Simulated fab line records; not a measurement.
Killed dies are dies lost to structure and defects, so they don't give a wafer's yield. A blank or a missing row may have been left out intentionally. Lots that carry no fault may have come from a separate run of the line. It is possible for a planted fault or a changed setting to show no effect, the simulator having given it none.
Which tool was responsible? + flow nand-harc + 24 lots with 72 wafers sampled at 6 steps, on a route of 1302 steps

WHAT THE GAUGES SHOWED, per wafer
NHARC_A_CONTACT_CD_MEAS_53. Usual: cd-nm 289.4 nm, standard deviation 0.65.
| lot  | measured     | on        | cd-nm (nm)        | flag |
|------|--------------|-----------|-------------------|------|
| L074 | day 21 19:59 | cd-sem-03 | 289.3 289.5 289.9 |      |
| L075 | day 21 21:44 | cd-sem-03 | 289.6 289.4 289.9 |      |
| L077 | day 22 17:07 | cd-sem-02 | 288.4 289.2 288.9 |      |
| L076 | day 22 18:45 | cd-sem-02 | 289.9 289.3 290.0 |      |
| L078 | day 23 01:05 | cd-sem-01 | 289.9 289.8 288.9 |      |
| L079 | day 23 08:25 | cd-sem-02 | 289.8 289.9 289.6 |      |
| L080 | day 24 03:31 | cd-sem-01 | 288.7 288.9 288.9 |      |
| L081 | day 24 03:44 | cd-sem-03 | 288.9 288.8 289.3 |      |
| L082 | day 24 20:31 | cd-sem-02 | 288.3 288.6 288.3 |      |
| L083 | day 25 09:01 | cd-sem-01 | 289.7 290.0 289.6 |      |
| L084 | day 26 02:35 | cd-sem-02 | 289.9 290.3 290.2 |      |
| L085 | day 26 07:58 | cd-sem-01 | 288.8 289.1 289.4 |      |
| L086 | day 26 08:16 | cd-sem-03 | 289.8 289.5 289.3 |      |
| L087 | day 26 22:47 | cd-sem-01 | 289.9 290.5 290.5 |      |
| L089 | day 27 11:55 | cd-sem-02 | 289.4 289.1 289.2 |      |
| L088 | day 27 20:52 | cd-sem-03 | 289.9 289.7 290.4 |      |
| L091 | day 28 09:10 | cd-sem-01 | 287.8 288.2 288.6 |      |
| L090 | day 28 19:58 | cd-sem-02 | 288.6 289.1 288.7 |      |
| L092 | day 29 06:07 | cd-sem-01 | 289.9 289.9 289.9 |      |
| L095 | day 29 19:44 | cd-sem-02 | 288.6 288.2 289.0 |      |
| L094 | day 30 02:23 | cd-sem-01 | 288.8 289.0 289.2 |      |
| L093 | day 30 02:44 | cd-sem-03 | 289.9 290.2 289.9 |      |
| L096 | day 30 08:19 | cd-sem-03 | 289.3 289.2 289.4 |      |
| L097 | day 31 04:37 | cd-sem-03 | 289.4 289.4 289.4 |      |

NHARC_A_CONTACT_OVL_MEAS_70. Usual: overlay-x-nm -0.2 nm, standard deviation 0.94; overlay-y-nm 0.1 nm, standard deviation 0.73.
| lot  | measured     | on         | overlay-x-nm (nm) | overlay-y-nm (nm) | flag |
|------|--------------|------------|-------------------|-------------------|------|
| L074 | day 22 01:05 | overlay-01 | -0.7 -0.6 0.0     | 0.2 0.1 0.1       |      |
| L075 | day 22 02:45 | overlay-01 | 0.5 0.1 -0.1      | 1.1 1.0 1.5       |      |
| L077 | day 22 23:04 | overlay-02 | 1.4 1.2 0.6       | 0.2 0.5 0.3       |      |
| L076 | day 22 23:42 | overlay-01 | -0.6 -1.0 -0.9    | 0.4 1.4 0.8       |      |
| L078 | day 23 06:32 | overlay-02 | -1.6 -1.2 -0.7    | 1.0 0.8 1.3       |      |
| L079 | day 23 15:01 | overlay-02 | -1.9 -0.9 -1.0    | -0.8 -0.9 -0.8    |      |
| L080 | day 24 08:49 | overlay-02 | 0.5 1.0 1.1       | -0.5 0.6 -0.1     |      |
| L081 | day 24 10:13 | overlay-01 | 0.6 1.3 0.7       | 0.2 -0.4 0.4      |      |
| L082 | day 25 02:34 | overlay-01 | 0.5 0.5 -0.7      | -0.2 0.1 -0.2     |      |
| L083 | day 25 14:27 | overlay-02 | 0.4 0.4 0.3       | -0.2 -0.3 -0.4    |      |
| L084 | day 26 07:40 | overlay-01 | 0.3 -0.2 -0.1     | -0.4 -0.1 -0.3    |      |
| L085 | day 26 12:50 | overlay-01 | -0.4 0.0 -0.4     | 0.3 -0.2 -0.3     |      |
| L086 | day 26 13:20 | overlay-02 | -0.5 -0.5 0.0     | 1.2 1.0 0.7       |      |
| L087 | day 27 05:20 | overlay-02 | -0.7 -0.6 -1.0    | -0.4 -0.3 -0.3    |      |
| L089 | day 27 17:00 | overlay-02 | -1.6 -1.0 -0.6    | 0.7 -0.2 0.4      |      |
| L088 | day 28 05:27 | overlay-01 | -1.4 -1.1 -1.6    | -0.2 -0.1 -0.7    |      |
| L091 | day 28 14:01 | overlay-02 | -0.1 0.0 0.7      | 0.6 0.8 1.1       |      |
| L090 | day 29 02:43 | overlay-02 | 0.5 -0.6 -0.4     | 0.9 1.2 1.1       |      |
| L092 | day 29 17:40 | overlay-02 | 0.8 0.9 0.7       | -0.7 -0.8 -0.7    |      |
| L095 | day 30 01:49 | overlay-02 | 2.1 2.0 2.7       | -1.1 -0.7 -0.5    |      |
| L094 | day 30 07:31 | overlay-01 | 1.1 0.9 1.1       | 0.2 -0.2 -0.4     |      |
| L093 | day 30 08:07 | overlay-01 | -1.3 -1.6 -1.3    | 1.1 1.3 0.8       |      |
| L096 | day 30 14:31 | overlay-01 | -0.4 -0.2 -0.1    | -0.1 0.2 -0.4     |      |
| L097 | day 31 09:44 | overlay-02 | -1.2 -0.9 -0.8    | -0.2 -0.7 -0.2    |      |

NHARC_A_CONTACT_CD_MEAS_08 targets a cd of 200 nm. Usual: cd-nm 199.8 nm, standard deviation 0.44.
| lot  | measured     | on        | cd-nm (nm)        | flag |
|------|--------------|-----------|-------------------|------|
| L074 | day 22 11:59 | cd-sem-03 | 199.3 199.9 199.3 |      |
| L075 | day 22 13:14 | cd-sem-01 | 200.4 200.4 199.9 |      |
| L077 | day 23 07:29 | cd-sem-01 | 199.2 199.3 199.9 |      |
| L076 | day 23 08:15 | cd-sem-03 | 199.1 199.3 199.7 |      |
| L078 | day 23 14:28 | cd-sem-03 | 200.1 200.3 199.8 |      |
| L079 | day 23 23:53 | cd-sem-03 | 199.9 199.4 199.6 |      |
| L080 | day 24 19:33 | cd-sem-02 | 200.1 199.8 200.0 |      |
| L081 | day 24 20:48 | cd-sem-02 | 200.1 200.1 199.9 |      |
| L082 | day 25 10:54 | cd-sem-01 | 199.9 199.8 199.5 |      |
| L083 | day 25 22:20 | cd-sem-02 | 199.4 199.2 199.6 |      |
| L084 | day 26 21:56 | cd-sem-02 | 200.4 200.4 200.5 |      |
| L085 | day 26 23:40 | cd-sem-01 | 199.8 199.8 200.3 |      |
| L086 | day 27 01:28 | cd-sem-02 | 200.4 199.8 199.9 |      |
| L087 | day 27 12:55 | cd-sem-02 | 199.4 199.6 198.8 |      |
| L089 | day 28 06:58 | cd-sem-03 | 199.9 199.5 200.1 |      |
| L088 | day 28 15:50 | cd-sem-01 | 200.0 199.6 199.6 |      |
| L091 | day 28 21:34 | cd-sem-03 | 199.5 199.7 199.5 |      |
| L090 | day 29 16:49 | cd-sem-02 | 200.5 199.9 200.1 |      |
| L092 | day 30 02:25 | cd-sem-02 | 199.8 199.8 199.8 |      |
| L095 | day 30 11:12 | cd-sem-02 | 199.9 200.1 200.0 |      |
| L094 | day 30 15:23 | cd-sem-02 | 199.7 198.8 199.5 |      |
| L093 | day 30 16:07 | cd-sem-01 | 200.5 199.9 200.5 |      |
| L096 | day 30 23:34 | cd-sem-01 | 199.3 199.8 200.0 |      |
| L097 | day 31 22:05 | cd-sem-01 | 200.8 200.5 200.2 |      |

NHARC_A_CONTACT_OVL_MEAS_09. Usual: overlay-x-nm 0.2 nm, standard deviation 0.83; overlay-y-nm -0.1 nm, standard deviation 0.91.
| lot  | measured     | on         | overlay-x-nm (nm) | overlay-y-nm (nm) | flag |
|------|--------------|------------|-------------------|-------------------|------|
| L074 | day 22 12:05 | overlay-01 | 0.3 0.2 0.2       | -0.5 -0.6 -0.5    |      |
| L075 | day 22 13:19 | overlay-01 | 0.3 0.9 0.2       | -1.5 -1.3 -1.2    |      |
| L077 | day 23 07:35 | overlay-02 | 0.2 0.3 -0.1      | 0.9 0.6 1.0       |      |
| L076 | day 23 08:20 | overlay-02 | -0.8 -0.2 -0.6    | -0.8 0.0 -0.3     |      |
| L078 | day 23 14:32 | overlay-02 | 0.2 -0.1 0.2      | 0.4 -0.1 0.3      |      |
| L079 | day 23 23:58 | overlay-01 | 1.6 1.1 0.8       | 0.0 -0.1 -0.5     |      |
| L080 | day 24 19:38 | overlay-02 | -0.6 -0.6 -1.0    | -0.5 -1.1 -1.0    |      |
| L081 | day 24 20:53 | overlay-02 | 1.2 0.5 0.7       | 0.4 1.1 0.8       |      |
| L082 | day 25 10:59 | overlay-01 | 1.5 0.7 1.7       | -0.5 -0.9 -0.4    |      |
| L083 | day 25 22:25 | overlay-02 | -0.4 -0.8 -1.2    | 0.5 0.2 0.0       |      |
| L084 | day 26 22:02 | overlay-01 | -0.1 -0.7 -0.2    | -0.7 0.0 -0.4     |      |
| L085 | day 26 23:45 | overlay-02 | 0.3 0.7 0.4       | 1.4 0.7 1.6       |      |
| L086 | day 27 01:33 | overlay-01 | -2.1 -2.1 -1.7    | 1.9 2.1 2.0       |      |
| L087 | day 27 13:00 | overlay-02 | 1.5 1.5 1.1       | -0.7 -0.7 -0.3    |      |
| L089 | day 28 07:02 | overlay-01 | 0.3 -0.5 0.4      | 0.8 0.4 1.1       |      |
| L088 | day 28 15:55 | overlay-02 | 0.3 1.1 1.1       | -1.0 -0.9 -0.8    |      |
| L091 | day 28 21:39 | overlay-01 | 0.1 0.1 0.6       | 0.5 0.5 0.6       |      |
| L090 | day 29 16:53 | overlay-02 | 0.6 0.4 0.0       | -0.8 -0.6 -0.8    |      |
| L092 | day 30 02:31 | overlay-01 | 1.7 1.3 1.8       | 0.6 0.8 0.8       |      |
| L095 | day 30 11:17 | overlay-01 | -0.5 -0.3 -0.6    | -1.4 -1.9 -2.0    |      |
| L094 | day 30 15:29 | overlay-02 | -0.3 -0.2 -0.2    | -1.3 -1.0 -1.1    |      |
| L093 | day 30 16:13 | overlay-01 | -0.3 0.2 -0.3     | 0.9 0.2 0.6       |      |
| L096 | day 30 23:38 | overlay-02 | 0.8 1.2 0.9       | -0.7 -0.5 -0.9    |      |
| L097 | day 31 22:11 | overlay-01 | -0.2 -0.1 -0.3    | -0.4 -0.5 -0.1    |      |

WHAT TOOL EACH LOT RAN ON (gives the tool, then ch and the chambers of the sampled wafers, and finally the start)
| lot  | NHARC_A_CONTACT_ETCH_96                       | NHARC_A_CONTACT_ETCH_133             |
|------|-----------------------------------------------|--------------------------------------|
| L074 | rie-diel-01 ch 1,2,3, day 21 19:59 or earlier | har-cap-etch-03 ch 0,1, day 22 04:20 |
| L075 | rie-diel-03 ch 1,2, day 21 21:44 or earlier   | har-cap-etch-02 ch 1, day 22 06:05   |
| L077 | rie-diel-01 ch 1,2, day 22 17:07 or earlier   | har-cap-etch-03 ch 0,1, day 23 02:19 |
| L076 | rie-diel-01 ch 0,2,3, day 22 18:45 or earlier | har-cap-etch-01 ch 0,1, day 23 03:07 |
| L078 | rie-diel-03 ch 1,2, day 23 01:05 or earlier   | har-cap-etch-03 ch 0,1, day 23 10:05 |
| L079 | rie-diel-01 ch 1,2,3, day 23 08:25 or earlier | har-cap-etch-03 ch 0,1, day 23 19:09 |
| L080 | rie-diel-03 ch 0,2, day 24 03:31 or earlier   | har-cap-etch-03 ch 0,1, day 24 12:08 |
| L081 | rie-diel-03 ch 0,1,2, day 24 03:44 or earlier | har-cap-etch-02 ch 0, day 24 13:32   |
| L082 | rie-diel-10 ch 1,2,3, day 24 20:31 or earlier | har-cap-etch-01 ch 0,1, day 25 05:49 |
| L083 | rie-diel-03 ch 2,3, day 25 09:01 or earlier   | har-cap-etch-01 ch 0,1, day 25 17:53 |
| L084 | rie-diel-01 ch 1,3, day 26 02:35 or earlier   | har-cap-etch-03 ch 0,1, day 26 10:55 |
| L085 | rie-diel-03 ch 0,3, day 26 07:58 or earlier   | har-cap-etch-01 ch 0, day 26 16:10   |
| L086 | rie-diel-01 ch 0,2,3, day 26 08:16 or earlier | har-cap-etch-02 ch 0,1, day 26 16:35 |
| L087 | rie-diel-10 ch 1,2,3, day 26 22:47 or earlier | har-cap-etch-01 ch 0,1, day 27 08:48 |
| L089 | rie-diel-01 ch 2,3, day 27 11:55 or earlier   | har-cap-etch-02 ch 0,1, day 27 20:40 |
| L088 | rie-diel-10 ch 1,2,3, day 27 20:52 or earlier | har-cap-etch-01 ch 0,1, day 28 09:15 |
| L091 | rie-diel-03 ch 1,3, day 28 09:10 or earlier   | har-cap-etch-03 ch 0,1, day 28 17:15 |
| L090 | rie-diel-03 ch 0,1,2, day 28 19:58 or earlier | har-cap-etch-02 ch 0,1, day 29 05:58 |
| L092 | rie-diel-03 ch 0,1,2, day 29 06:07 or earlier | har-cap-etch-02 ch 0,1, day 29 21:08 |
| L095 | rie-diel-03 ch 0,1,2, day 29 19:39            | har-cap-etch-02 ch 0,1, day 30 05:22 |
| L094 | rie-diel-10 ch 1,2, day 30 02:23 or earlier   | har-cap-etch-03 ch 0, day 30 10:46   |
| L093 | rie-diel-10 ch 0,1,3, day 30 02:44 or earlier | har-cap-etch-02 ch 0,1, day 30 11:26 |
| L096 | rie-diel-03 ch 1,3, day 30 08:19 or earlier   | har-cap-etch-03 ch 0,1, day 30 17:57 |
| L097 | rie-diel-10 ch 0,2,3, day 31 04:37 or earlier | har-cap-etch-03 ch 0,1, day 31 13:18 |
- NHARC_A_CONTACT_ETCH_96: etches the open film in C4F6/O2, target depth 20 nm, time 10 s.
- NHARC_A_CONTACT_ETCH_133: etches the open film in C4F8/O2/Ar, time 374 s, target depth 1610 nm.

WHAT THE TOOLS THEMSELVES READ (means of the sampled wafers that have a number; where no wafer has one, the mark that the record gives instead)
NHARC_A_CONTACT_ETCH_96. Usual: drypump-motor-current-A 5.9 A, standard deviation 0.37; mfc-ar-sccm 499.9 sccm, standard deviation 1.5; oes-product-au 0.975 a.u., standard deviation 0.026; rf-vpp-V 547 V, standard deviation 3.5; showerhead-plenum-p-Torr 3.92 Torr, standard deviation 0.17; throttle-valve-pct 26.905 %, standard deviation 0.009.
| lot  | tool        | drypump-motor-current-A (A) | mfc-ar-sccm (sccm) | oes-product-au (a.u.) | rf-vpp-V (V) | showerhead-plenum-p-Torr (Torr) | throttle-valve-pct (%) | flag |
|------|-------------|-----------------------------|--------------------|-----------------------|--------------|---------------------------------|------------------------|------|
| L074 | rie-diel-01 | 5.9                         | 500.9              | 0.957                 | 549          | 4.02                            | 26.897                 |      |
| L075 | rie-diel-03 | 6.2                         | 500.3              | 0.976                 | 548          | 3.98                            | 26.906                 |      |
| L077 | rie-diel-01 | 5.7                         | 500.0              | 0.964                 | 549          | 4.00                            | 26.900                 |      |
| L076 | rie-diel-01 | 5.6                         | 500.0              | 0.965                 | 548          | 3.95                            | 26.906                 |      |
| L078 | rie-diel-03 | 6.2                         | 499.5              | 0.931                 | 548          | 3.97                            | 26.905                 |      |
| L079 | rie-diel-01 | 5.9                         | 500.6              | 0.961                 | 548          | 4.01                            | 26.906                 |      |
| L080 | rie-diel-03 | 5.9                         | 500.1              | 0.969                 | 542          | 3.68                            | 26.913                 |      |
| L081 | rie-diel-03 | 6.0                         | 500.2              | 0.996                 | 545          | 3.83                            | 26.900                 |      |
| L082 | rie-diel-10 | 6.1                         | 499.6              | 0.942                 | 547          | 3.95                            | 26.903                 |      |
| L083 | rie-diel-03 | 6.0                         | 499.7              | 0.998                 | 545          | 3.81                            | 26.907                 |      |
| L084 | rie-diel-01 | 6.0                         | 500.3              | 0.999                 | 549          | 4.01                            | 26.900                 |      |
| L085 | rie-diel-03 | 5.9                         | 498.1              | 0.992                 | 545          | 3.83                            | 26.913                 |      |
| L086 | rie-diel-01 | 5.6                         | 499.9              | 1.010                 | 547          | 3.94                            | 26.909                 |      |
| L087 | rie-diel-10 | 6.0                         | 498.4              | 0.999                 | 547          | 3.94                            | 26.897                 |      |
| L089 | rie-diel-01 | 5.8                         | 500.0              | 1.005                 | 547          | 3.93                            | 26.904                 |      |
| L088 | rie-diel-10 | 6.1                         | 500.0              | 1.004                 | 547          | 3.93                            | 26.896                 |      |
| L091 | rie-diel-03 | 6.2                         | 499.7              | 0.954                 | 550          | 4.10                            | 26.902                 |      |
| L090 | rie-diel-03 | 6.0                         | 498.1              | 0.999                 | 544          | 3.82                            | 26.908                 |      |
| L092 | rie-diel-03 | 6.0                         | 501.0              | 0.993                 | 545          | 3.82                            | 26.899                 |      |
| L095 | rie-diel-03 | 6.0                         | 499.7              | 0.947                 | 544          | 3.82                            | 26.907                 |      |
| L094 | rie-diel-10 | 6.1                         | 499.6              | 0.955                 | 549          | 4.03                            | 26.892                 |      |
| L093 | rie-diel-10 | 5.8                         | 499.9              | 0.956                 | 546          | 3.87                            | 26.910                 |      |
| L096 | rie-diel-03 | 6.3                         | 498.1              | 0.996                 | 550          | 4.09                            | 26.905                 |      |
| L097 | rie-diel-10 | 5.6                         | 500.2              | 0.956                 | 546          | 3.90                            | 26.913                 |      |

THE ANSWER, worked out from the rows above alone
Rule: take the mean of a lot's wafers that have a number; if it is more than 3 standard deviations from the usual mean, the lot is off. Also off: a lot with no number at a reading for which 4 or more lots have one. The other lots that the step has rows for count as sound. The gauges are gone through in route order, then the tools' own readings, and for those a lot's mean is taken as printed above. At the first step where some lot is off, the reading lying furthest off is the one used; lots without a number count as furthest.
No lot is off at any reading shown: from this, nothing can be told.

WHAT THE SIMULATOR PUT IN
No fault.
